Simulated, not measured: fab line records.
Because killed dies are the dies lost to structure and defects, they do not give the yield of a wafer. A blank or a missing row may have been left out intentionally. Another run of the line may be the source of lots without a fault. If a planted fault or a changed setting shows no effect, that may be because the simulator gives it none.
fab line records + flow n5-finfet
[record]
- lots = 12
- wafers = 32
- last-day = 18
route steps=1938 shown MIM_TOP_LITHO@1847 MIM_BOT_LITHO@1863 MIM_BOT_ETCH@1867 PASS1_CAP@1874 PASSIVATION@1936
lots that met no fault: from a run of the same line without faults
start-h: hours from the record's first day to the start of the lot's first wafer shown + wait-h: hours since the lot's step before + " identical to the entry in the row above + L1.1+2: a single row standing in for several wafers + - value missing, or start not given + * or withheld: withheld + < > ~ a bound
route shown NAME@n: a module of which the file shows steps, and the number in the route of the first + usual: mean/standard deviation of fault-free wafers + same: alike in all rows + chamber/n: place in a boat + sites: each site's reading + _std_site: the values' standard deviation + _edge_site: mean of outer sites minus mean of inner sites + radius-mm: how far each site lies from the wafer's centre + mask NAME#n: copy n + behind: the tool/chamber that last shaped the wafer + hold: cause of the lot's hold/its duration in hours/its outcome + device: the transistor (n, p or np) that didn't switch + end of line: the tests these same wafers got at the end of their route + for a step that has no rows: nothing shown but its recipe + killed: not the wafer's yield, but the dies lost to structure and defects at the first sort + map: per-die view of a wafer (x killed, . not killed, _ where there is no die)
set.NAME: the run value of the setting; set.NAME@STEP: its run value at that earlier step + model.NAME: the simulator's own value behind a step, which no gauge read
one table for each step of the route and one row for each wafer, over a sample of lots
services: the hour from which a tool's chamber was out of use, counted from the record's first day as start-h (under 0 if before that day), plus the number of hours and why
[[steps]]
[step N5_MIM_TOP_LITHO_CD_MEAS_08]
[recipe]
- target-cd-nm = 2000
- landing-energy-ev = 500
- detector = se-inlens
[usual]
- cd-nm = 2002.1/2.3
| lot.wafer | tool      | chamber | start-h | wait-h | cd-nm  |
|-----------|-----------|---------|---------|--------|--------|
| L162.3    | cd-sem-03 | 0       | 257.10  | -      | 2004.0 |
| L162.4    | "         | 0       | "       | "      | 2006.3 |
| L162.5    | "         | 0       | "       | "      | 2002.9 |
| L165.1    | cd-sem-02 | 0       | 288.32  | -      | 2004.3 |
| L165.3    | "         | 0       | "       | "      | 2000.7 |
| L165.4    | "         | 0       | "       | "      | 2002.5 |
| L168.1    | cd-sem-02 | 0       | 313.84  | -      | 1999.9 |
| L168.3    | "         | 0       | "       | "      | 2003.5 |
| L168.6    | "         | 0       | "       | "      | 2003.1 |
| L171.3    | cd-sem-01 | 0       | 324.51  | -      | 1996.9 |
| L171.5    | "         | 0       | "       | "      | 1998.8 |
| L171.6    | "         | 0       | "       | "      | 1999.2 |
| L174.3    | cd-sem-02 | 0       | 352.04  | -      | 2002.2 |
| L174.4    | "         | 0       | "       | "      | 2005.0 |
| L174.5    | "         | 0       | "       | "      | 2002.3 |
| L176.4    | cd-sem-01 | 0       | 374.23  | -      | 2006.1 |
| L176.5    | "         | 0       | "       | "      | 2005.9 |
| L177.4    | cd-sem-03 | 0       | 374.27  | -      | 2000.3 |
| L177.5    | "         | 0       | "       | "      | 2001.8 |
| L177.6    | "         | 0       | "       | "      | 2001.5 |
| L178.3    | cd-sem-01 | 0       | 374.30  | -      | 2003.7 |
| L178.6    | "         | 0       | "       | "      | 2003.8 |
| L182.4    | cd-sem-03 | 0       | 392.62  | -      | 1998.9 |
| L182.5    | "         | 0       | "       | "      | 1998.4 |
| L180.1    | cd-sem-02 | 0       | 396.67  | -      | 1997.2 |
| L180.4    | "         | 0       | "       | "      | 1998.1 |
| L180.5    | "         | 0       | "       | "      | 1996.9 |
| L183.1    | cd-sem-03 | 0       | 410.63  | -      | 2002.9 |
| L183.3    | "         | 0       | "       | "      | 2006.3 |
| L184.2    | cd-sem-02 | 0       | 422.07  | -      | 2003.0 |
| L184.4    | "         | 0       | "       | "      | 2003.2 |
| L184.5    | "         | 0       | "       | "      | 2000.6 |
[step N5_MIM_BOT_LITHO_OVL_MEAS_11]
[recipe]
- points-per-wafer = 44
[usual]
- MIM_BOT_OVL = 2/5.2
| lot.wafer | tool       | chamber | start-h | wait-h | MIM_BOT_OVL[nm] |
|-----------|------------|---------|---------|--------|-----------------|
| L162.3    | overlay-02 | 0       | 258.01  | 0.0    | -1              |
| L162.4    | "          | 0       | "       | "      | 7               |
| L162.5    | "          | 0       | "       | "      | 4               |
| L165.1    | overlay-01 | 0       | 289.55  | 0.0    | 9               |
| L165.3    | "          | 0       | "       | "      | 5               |
| L165.4    | "          | 0       | "       | "      | 1               |
| L168.1    | overlay-02 | 0       | 315.00  | 0.0    | 1               |
| L168.3    | "          | 0       | "       | "      | -1              |
| L168.6    | "          | 0       | "       | "      | -4              |
| L171.3    | overlay-02 | 0       | 325.59  | 0.0    | 6               |
| L171.5    | "          | 0       | "       | "      | 2               |
| L171.6    | "          | 0       | "       | "      | -6              |
| L174.3    | overlay-01 | 0       | 352.97  | 0.0    | 0               |
| L174.4    | "          | 0       | "       | "      | 1               |
| L174.5    | "          | 0       | "       | "      | 3               |
| L176.4    | overlay-01 | 0       | 375.08  | 0.0    | 1               |
| L176.5    | "          | 0       | "       | "      | 6               |
| L177.4    | overlay-02 | 0       | 375.30  | 0.0    | 2               |
| L177.5    | "          | 0       | "       | "      | 2               |
| L177.6    | "          | 0       | "       | "      | -5              |
| L178.3    | overlay-01 | 0       | 375.34  | 0.0    | 2               |
| L178.6    | "          | 0       | "       | "      | -2              |
| L182.4    | overlay-01 | 0       | 393.54  | 0.0    | -3              |
| L182.5    | "          | 0       | "       | "      | -9              |
| L180.1    | overlay-01 | 0       | 397.85  | 0.0    | 5               |
| L180.4    | "          | 0       | "       | "      | 10              |
| L180.5    | "          | 0       | "       | "      | 4               |
| L183.1    | overlay-01 | 0       | 411.55  | 0.0    | 0               |
| L183.3    | "          | 0       | "       | "      | -6              |
| L184.2    | overlay-02 | 0       | 422.85  | 0.0    | 3               |
| L184.4    | "          | 0       | "       | "      | 1               |
| L184.5    | "          | 0       | "       | "      | 4               |
[step N5_MIM_BOT_ETCH_ETCH_03]
[recipe]
- chemistry = Cl2/BCl3
- target-depth-a = 120
- pressure-mtorr = 8
- icp-w = 800
- bias-w = 100
- Cl2_flow_sccm = 20
- bcl3-flow-sccm = 80
[usual]
- bias-w = 100.0/0.32
- chamber-pressure-mTorr = 8.001/0.0073
- drypump-motor-current-A = 5.4/0.35
- oes-product-au = 0.78/0.11
- throttle-valve-pct = 27.5/0.39
| lot.wafer | tool         | chamber | start-h | wait-h | bias-w | chamber-pressure-mTorr | drypump-motor-current-A | oes-product-au | rf-hours-counter-h | throttle-valve-pct |
|-----------|--------------|---------|---------|--------|--------|------------------------|-------------------------|----------------|--------------------|--------------------|
| L162.3    | rie-metal-02 | 0       | 258.33  | 0.1    | 99.7   | 8.000                  | 5.4                     | 0.63           | -                  | 27.8               |
| L162.4    | "            | 1       | "       | "      | 100.0  | 8.003                  | 4.9                     | 0.81           | -                  | 27.9               |
| L162.5    | "            | 1       | "       | "      | 99.9   | 8.010                  | 5.0                     | 0.82           | -                  | 27.9               |
| L165.1    | rie-metal-02 | 1       | 289.76  | 0.1    | 99.7   | 7.996                  | 5.0                     | 0.80           | 33                 | 27.9               |
| L165.3    | "            | 0       | "       | "      | 99.6   | 8.003                  | 5.4                     | 0.63           | -                  | 27.8               |
| L165.4    | "            | 1       | "       | "      | 99.6   | 8.019                  | 4.9                     | 0.80           | -                  | 27.9               |
| L168.1    | rie-metal-02 | 1       | 315.22  | 0.1    | 127.5  | 8.005                  | 5.0                     | 0.85           | 35                 | 27.9               |
| L168.3    | "            | 0       | "       | "      | 128.1  | 7.999                  | 5.3                     | 0.66           | -                  | 27.8               |
| L168.6    | "            | 0       | "       | "      | 127.8  | 7.984                  | 5.3                     | 0.66           | -                  | 27.8               |
| L171.3    | rie-metal-02 | 1       | 325.84  | 0.1    | 127.8  | 7.999                  | 5.0                     | 0.86           | -                  | 27.9               |
| L171.5    | "            | 0       | "       | "      | 127.8  | 7.997                  | 5.3                     | 0.65           | -                  | 27.8               |
| L171.6    | "            | 1       | "       | "      | 128.0  | 7.995                  | 5.0                     | 0.85           | -                  | 27.9               |
| L174.3    | rie-metal-03 | 0       | 353.22  | 0.1    | 100.8  | 8.005                  | 5.6                     | 0.91           | -                  | 27.5               |
| L174.4    | "            | 1       | "       | "      | 100.0  | 7.981                  | 5.9                     | 0.74           | -                  | 26.9               |
| L174.5    | "            | 1       | "       | "      | 99.7   | 8.006                  | 5.9                     | 0.74           | -                  | 26.9               |
| L176.4    | rie-metal-03 | 0       | 375.73  | 0.1    | 100.1  | 8.010                  | 5.6                     | 0.90           | -                  | 27.5               |
| L176.5    | "            | 1       | "       | "      | 99.9   | 7.999                  | 6.0                     | 0.73           | -                  | 26.9               |
| L177.4    | rie-metal-03 | 0       | 376.01  | 0.1    | 99.7   | 7.991                  | 5.6                     | 0.89           | -                  | 27.5               |
| L177.5    | "            | 1       | "       | "      | 99.8   | 8.012                  | 6.0                     | 0.73           | -                  | 26.9               |
| L177.6    | "            | 0       | "       | "      | 99.7   | 8.001                  | 5.6                     | 0.89           | -                  | 27.5               |
| L178.3    | rie-metal-01 | 1       | 376.04  | 0.1    | 100.4  | 8.002                  | 5.3                     | 0.79           | -                  | 27.3               |
| L178.6    | "            | 0       | "       | "      | 99.9   | 7.997                  | 5.8                     | 1.00           | -                  | 27.2               |
| L182.4    | rie-metal-01 | 0       | 393.79  | 0.1    | 99.9   | 7.996                  | 5.9                     | 0.97           | -                  | 27.3               |
| L182.5    | "            | 0       | "       | "      | 99.9   | 8.016                  | 5.9                     | 0.97           | -                  | 27.3               |
| L180.1    | rie-metal-03 | 0       | 398.17  | 0.1    | 100.2  | 8.005                  | 5.6                     | 0.88           | 11                 | 27.5               |
| L180.4    | "            | 1       | "       | "      | 99.8   | 8.000                  | 6.0                     | 0.72           | -                  | 26.9               |
| L180.5    | "            | 0       | "       | "      | 100.4  | 8.007                  | 5.6                     | 0.88           | -                  | 27.5               |
| L183.1    | rie-metal-02 | 1       | 411.76  | 0.1    | 100.1  | 8.003                  | 5.0                     | 0.77           | 44                 | 27.9               |
| L183.3    | "            | 1       | "       | "      | 99.9   | 8.001                  | 5.0                     | 0.77           | -                  | 27.9               |
| L184.2    | rie-metal-02 | 1       | 423.08  | 0.1    | 99.6   | 8.014                  | 5.0                     | 0.76           | 46                 | 27.9               |
| L184.4    | "            | 1       | "       | "      | 100.0  | 8.016                  | 5.0                     | 0.76           | -                  | 27.9               |
| L184.5    | "            | 0       | "       | "      | 100.0  | 7.991                  | 5.3                     | 0.90           | -                  | 27.0               |
[step N5_PASSIVATION_PECVD_01]
[recipe]
- material = SiNx
- target-thk-a = 2000
- temp-c = 400
- precursor = SiH4/NH3/N2
- pressure-torr = 4.9
- rf-w = 1406
- time-s = 43.2
[usual]
- heater-power-w = 353/61
- showerhead-plenum-p-Torr = 8.69/0.066
- throttle-valve-pct = 28.0/0.83
| lot.wafer | tool     | chamber | start-h | wait-h | heater-power-w | showerhead-plenum-p-Torr | throttle-valve-pct |
|-----------|----------|---------|---------|--------|----------------|--------------------------|--------------------|
| L162.3    | pecvd-01 | 2       | 259.07  | 0.0    | 343            | 8.68                     | 28.5               |
| L162.4    | "        | 2       | "       | "      | 217            | 8.67                     | 28.4               |
| L162.5    | "        | 1       | "       | "      | 394            | 8.75                     | 28.4               |
| L165.1    | pecvd-04 | 1       | 290.53  | 0.0    | 379            | 8.57                     | 27.9               |
| L165.3    | "        | 0       | "       | "      | 355            | 8.64                     | 28.1               |
| L165.4    | "        | 1       | "       | "      | 394            | 8.55                     | 27.9               |
| L168.1    | pecvd-01 | 1       | 316.14  | 0.0    | 338            | 8.74                     | 28.0               |
| L168.3    | "        | 0       | "       | "      | 391            | 8.69                     | 28.7               |
| L168.6    | "        | 0       | "       | "      | 391            | 8.71                     | 28.5               |
| L171.3    | pecvd-04 | 1       | 326.57  | 0.0    | 393            | 8.55                     | 28.0               |
| L171.5    | "        | 0       | "       | "      | 351            | 8.63                     | 28.1               |
| L171.6    | "        | 2       | "       | "      | 460            | 8.68                     | 26.6               |
| L174.3    | pecvd-03 | 0       | 353.96  | 0.0    | 460            | 8.82                     | 29.4               |
| L174.4    | "        | 2       | "       | "      | 382            | 8.76                     | 27.3               |
| L174.5    | "        | 0       | "       | "      | 310            | 8.80                     | 29.1               |
| L176.4    | pecvd-01 | 0       | 376.52  | 0.0    | 400            | 8.71                     | 28.7               |
| L176.5    | "        | 2       | "       | "      | 321            | 8.68                     | 29.1               |
| L177.4    | pecvd-01 | 0       | 376.84  | 0.0    | 405            | 8.69                     | 28.6               |
| L177.5    | "        | 1       | "       | "      | 389            | 8.72                     | 28.3               |
| L177.6    | "        | 2       | "       | "      | 285            | 8.67                     | 28.9               |
| L178.3    | pecvd-04 | 2       | 376.85  | 0.0    | 364            | 8.67                     | 26.5               |
| L178.6    | "        | 2       | "       | "      | 405            | 8.67                     | 26.6               |
| L182.4    | pecvd-03 | 1       | 394.57  | 0.0    | 298            | 8.73                     | 27.4               |
| L182.5    | "        | 2       | "       | "      | 331            | 8.76                     | 27.3               |
| L180.1    | pecvd-04 | 1       | 398.94  | 0.0    | 386            | 8.58                     | 27.8               |
| L180.4    | "        | 0       | "       | "      | 346            | 8.62                     | 28.0               |
| L180.5    | "        | 2       | "       | "      | 473            | 8.66                     | 26.7               |
| L183.1    | pecvd-03 | 1       | 412.53  | 0.0    | 382            | 8.69                     | 27.2               |
| L183.3    | "        | 0       | "       | "      | 443            | 8.80                     | 29.5               |
| L184.2    | pecvd-01 | 0       | 423.86  | 0.0    | 346            | 8.69                     | 28.5               |
| L184.4    | "        | 2       | "       | "      | 258            | 8.68                     | 29.0               |
| L184.5    | "        | 1       | "       | "      | 425            | 8.74                     | 28.3               |
[step N5_PASSIVATION_PROBE_49]
[usual]
- defect-limited-yield = 91.5/1.5
- killed_at_M0_to_M3 = 32/10
- killed_at_M4_up = 13/4.9
- killed-at-contacts = 13/6.1
- killed-at-front-end = 38/11
- killed-at-other = 3/3.2
- killed-dies = 101/18
- killed-open = 66/13
- killed-short = 32/8.3
- sort_bin_5_function = 5.0/1
- sort_bin_6_memory = 3.2/0.74
- sort-n-pass = 1078/22
- sort-yield-pct = 91.3/1.9
[same]
- gross-dies = 1180
- killed-at-back-side = 0
- sort_bin_4_leakage[%] = 0
- sort_bin_8_speed[%] = 0
| lot.wafer | tool      | chamber | start-h | wait-h | defect-limited-yield[%] | killed_at_M0_to_M3 | killed_at_M4_up | killed-at-contacts | killed-at-front-end | killed-at-other | killed-dies | killed-open | killed-short | sort_bin_5_function[%] | sort_bin_6_memory[%] | sort-n-pass | sort-yield-pct[%] |
|-----------|-----------|---------|---------|--------|-------------------------|--------------------|-----------------|--------------------|---------------------|-----------------|-------------|-------------|--------------|------------------------|----------------------|-------------|-------------------|
| L162.3    | prober-01 | -       | 268.89  | 0.1    | 94.1                    | 14                 | 4               | 10                 | 40                  | 2               | 70          | 39          | 29           | 3.0                    | 2.5                  | 1110        | 94.1              |
| L162.4    | prober-01 | -       | 268.94  | 0.2    | 93.0                    | 13                 | 17              | 18                 | 30                  | 5               | 83          | 50          | 27           | 5.3                    | 1.6                  | 1097        | 93.0              |
| L162.5    | prober-01 | -       | 268.99  | 0.2    | 92.8                    | 14                 | 11              | 18                 | 41                  | 1               | 85          | 58          | 26           | 4.8                    | 2.3                  | 1095        | 92.8              |
| L168.3    | prober-02 | -       | 326.82  | 0.1    | 90.1                    | 33                 | 17              | 15                 | 48                  | 4               | 117         | 84          | 27           | 5.4                    | 3.7                  | 1063        | 90.1              |
| L171.6    | prober-02 | -       | 335.60  | 0.3    | 90.8                    | 35                 | 4               | 6                  | 61                  | 3               | 109         | 55          | 39           | 5.4                    | 2.4                  | 1071        | 90.8              |
| L176.4    | prober-01 | -       | 386.55  | 0.2    | 90.8                    | 27                 | 20              | 15                 | 44                  | 2               | 108         | 67          | 41           | 4.7                    | 4.2                  | 1072        | 90.8              |
| L176.5    | prober-01 | -       | 386.60  | 0.2    | 92.4                    | 25                 | 18              | 5                  | 39                  | 3               | 90          | 49          | 38           | 4.0                    | 3.2                  | 1090        | 92.4              |
| L180.1    | prober-01 | -       | 406.16  | 0.0    | 94.0                    | 39                 | 8               | 9                  | 15                  | 0               | 71          | 53          | 16           | 3.2                    | 2.7                  | 1109        | 94.0              |
| L180.4    | prober-01 | -       | 406.31  | 0.2    | 90.8                    | 49                 | 13              | 10                 | 36                  | 1               | 109         | 68          | 40           | 6.3                    | 2.7                  | 1071        | 90.8              |
| L180.5    | prober-01 | -       | 406.36  | 0.2    | 92.5                    | 28                 | 7               | 10                 | 42                  | 1               | 88          | 56          | 31           | 4.5                    | 2.4                  | 1092        | 92.5              |
// killed by level:class
L162.3 FIN_SAQP:geometric-particle:short=13 FIN_SAQP:geometric-particle:open=7 STI_FIN_REVEAL:geometric-particle:open=7 MOL_CONTACT_COAG:geometric-particle:short=5 MOL_CONTACT_COAG:geometric-particle:open=5 BEOL_M0_SAQP:geometric-particle:open=4 BEOL_M3:geometric-particle:open=3 STARTING-WAFER:geometric-particle:short=3
L162.4 MOL_CONTACT_COAG:geometric-particle:open=14 FIN_SAQP:geometric-particle:open=7 BEOL_M4:geometric-particle:open=6 FIN_SAQP:geometric-particle:short=5 STI_FIN_REVEAL:geometric-particle:open=5 MOL_CONTACT_COAG:geometric-particle:short=4 BEOL_M3:geometric-particle:open=4 PASS1_CAP:geometric-particle:short=3
L162.5 FIN_SAQP:geometric-particle:open=15 MOL_CONTACT_COAG:geometric-particle:open=14 FIN_SAQP:geometric-particle:short=8 STI_FIN_REVEAL:geometric-particle:open=5 MOL_CONTACT_COAG:geometric-particle:short=4 BEOL_M0_SAQP:geometric-particle:open=4 STI_FIN_REVEAL:geometric-particle:short=3 BEOL_M3:geometric-particle:open=3
L168.3 STI_FIN_REVEAL:geometric-particle:open=20 MOL_CONTACT_COAG:geometric-particle:open=14 BEOL_M3:geometric-particle:open=11 FIN_SAQP:geometric-particle:short=6 BEOL_M0_SAQP:geometric-particle:short=6 HKMG_FIN:area-etch=6 BEOL_M3:geometric-particle:short=5 BEOL_M4:geometric-particle:open=5
L171.6 FIN_SAQP:geometric-particle:open=15 HKMG_FIN:area-etch=15 BEOL_M0_SAQP:geometric-particle:short=11 FIN_SAQP:geometric-particle:short=7 GATE_CUT:geometric-particle:short=6 BEOL_M3:geometric-particle:open=6 MOL_CONTACT_COAG:geometric-particle:open=5 BEOL_M1:geometric-particle:open=5
L176.4 FIN_SAQP:geometric-particle:short=11 FIN_SAQP:geometric-particle:open=11 MOL_CONTACT_COAG:geometric-particle:open=11 DUMMY_GATE:geometric-particle:open=7 BEOL_M0_SAQP:geometric-particle:short=5 BEOL_M3:geometric-particle:open=5 MOL_CONTACT_COAG:geometric-particle:short=4 BEOL_M0:geometric-particle:short=4
L176.5 FIN_SAQP:geometric-particle:short=10 BEOL_M1:geometric-particle:open=8 DUMMY_GATE:geometric-particle:open=5 BEOL_M4:geometric-particle:open=5 BEOL_M5:geometric-particle:open=5 FIN_SAQP:geometric-particle:open=4 STI_FIN_REVEAL:geometric-particle:short=4 BEOL_M0_SAQP:geometric-particle:open=4
L180.1 MOL_CONTACT_COAG:geometric-particle:open=9 BEOL_M3:geometric-particle:open=9 BEOL_M1:geometric-particle:open=7 BEOL_M0_SAQP:geometric-particle:open=6 BEOL_M2:geometric-particle:open=6 FIN_SAQP:geometric-particle:open=5 BEOL_M0_SAQP:geometric-particle:short=3 BEOL_M3:geometric-particle:short=3
L180.4 BEOL_M3:geometric-particle:open=10 BEOL_M0_SAQP:geometric-particle:short=9 FIN_SAQP:geometric-particle:open=8 BEOL_M4:geometric-particle:open=8 STI_FIN_REVEAL:geometric-particle:open=8 BEOL_M2:geometric-particle:open=7 FIN_SAQP:geometric-particle:short=6 MOL_CONTACT_COAG:geometric-particle:open=6
L180.5 FIN_SAQP:geometric-particle:short=15 FIN_SAQP:geometric-particle:open=12 MOL_CONTACT_COAG:geometric-particle:open=9 STI_FIN_REVEAL:geometric-particle:open=8 BEOL_M1:geometric-particle:open=7 BEOL_M3:geometric-particle:open=6 BEOL_M0_SAQP:geometric-particle:short=6 BEOL_M0_SAQP:geometric-particle:open=4
[[services]]
| tool         | chamber | start-h | hours | kind           |
|--------------|---------|---------|-------|----------------|
| pecvd-01     | 0       | 235.44  | 5.5   | scheduled-down |
| rie-metal-01 | -       | 246.65  | 1.1   | repair         |
| pecvd-03     | 0       | 251.95  | 5.5   | scheduled-down |
| rie-metal-03 | 0       | 262.62  | -     | clean          |
| rie-metal-03 | 0       | 262.62  | 13.7  | scheduled-down |
| rie-metal-03 | 0       | 262.62  | 13.7  | vent-cycle     |
| rie-metal-01 | 1       | 289.45  | 1.2   | repair         |
| pecvd-03     | 2       | 293.08  | 6.2   | repair         |
| pecvd-04     | -       | 308.81  | 2.8   | pm             |
| pecvd-04     | -       | 312.50  | 1.0   | repair         |
| pecvd-01     | -       | 318.70  | 1.5   | repair         |
| pecvd-03     | 1       | 331.08  | 5.5   | scheduled-down |
| rie-metal-03 | -       | 337.92  | 0.1   | repair         |
| pecvd-01     | -       | 353.54  | 0.9   | repair         |
| rie-metal-02 | 0       | 354.09  | -     | clean          |
| rie-metal-02 | 0       | 354.09  | 19.6  | scheduled-down |
| rie-metal-02 | 0       | 354.09  | 19.6  | vent-cycle     |
| pecvd-03     | 2       | 354.14  | 3.8   | repair         |
| rie-metal-01 | 0       | 357.75  | -     | clean          |
| pecvd-03     | 0       | 374.56  | 2.1   | scheduled-down |
| pecvd-03     | -       | 380.21  | 3.3   | repair         |
| pecvd-01     | 2       | 382.85  | 2.5   | repair         |
| pecvd-01     | 0       | 395.35  | 2.1   | scheduled-down |
| pecvd-04     | 1       | 418.08  | 5.5   | scheduled-down |
[[key]]
[first-sign]
- step = N5_MIM_BOT_ETCH_ETCH_03
- reading = bias-w
- direction = up
- sigmas = 87
- usual = *
- struck = *
effect none on later readings
met-at N5_MIM_BOT_ETCH_ETCH_03
struck-lots L168,L171
[baseline-loss]
- step = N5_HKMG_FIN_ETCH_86
- wafers = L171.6
not-acting-at N5_MIM_TOP_LITHO_CD_MEAS_08,N5_MIM_BOT_LITHO_OVL_MEAS_11,N5_PASSIVATION_PECVD_01
onset-between 289.76 315.22
[fault]
- kind = process-parameter-drift
- tool = rie-metal-02
- chamber = -
- onset-h = 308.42
- steps = N5_MIM_BOT_ETCH_ETCH_03
- channel = bias-w
- offset = *
- shape = step
- end-h = 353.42
- acts-in = *
- stated = *
// baseline-loss: these wafers lose ten dies or more at that step, a loss of the line's own and not of a fault; the sort's usual values leave them out
